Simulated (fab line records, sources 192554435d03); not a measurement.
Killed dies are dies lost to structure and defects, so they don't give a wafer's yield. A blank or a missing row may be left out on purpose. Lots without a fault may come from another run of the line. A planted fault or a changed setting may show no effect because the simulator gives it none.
Chamber matching | flow n5_finfet | N5_ILD0_CMP_12 on cmp-04: 4 sister chambers
The step polishes SiNx, stops on poly-Si, t overpolish 6 s, target thk 17.67 nm. 4 wafers are shown with their chamber, then 9 later ones without.

WAFERS WITH THEIR CHAMBER
wafer  | chamber | motor_current_A (A)
L085.6 | 0       | 7.9
L086.1 | 1       | 10.2
L086.5 | 3       | 10.0
L086.6 | 2       | 10.6

WAFERS WITHOUT THEIR CHAMBER
wafer  | motor_current_A (A)
L092.2 | 10.0
L092.4 | 10.6
L092.5 | 9.7
L093.1 | 9.8
L093.5 | 10.1
L093.6 | 10.5
L095.2 | 11.2
L095.4 | 10.1
L095.5 | 7.8

WHICH CHAMBER EACH WENT THROUGH
wafer  | from the rows above          | in truth
L092.2 | can't be placed: 3 or 1      | 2
L092.4 | can't be placed: 2 or 1      | 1
L092.5 | can't be placed: 3 or 1      | 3
L093.1 | can't be placed: 3 or 1      | 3
L093.5 | can't be placed: 1 or 3 or 2 | 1
L093.6 | can't be placed: 2 or 1 or 3 | 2
L095.2 | can't be placed: 2 or 1      | 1
L095.4 | can't be placed: 1 or 3 or 2 | 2
L095.5 | 0                            | 0
Placed correctly: 1 of 9. Can't be placed from these rows: 8 (the true chamber is among the candidates in 7). Placed wrongly: 0.
How it was worked out, from the rows above alone: a wafer's distance from a chamber is the root of the sum, over the readings, of the square of ((its reading less the chamber's mean) divided by the reading's scatter). The wafer belongs to the nearest chamber; if the next one is less than 2 further off, it can't be placed. A chamber's mean is the mean of its shown wafers. The scatter: with one shown wafer a chamber, the root of the mean of the squares of how far each hidden wafer lies from its nearest shown one.
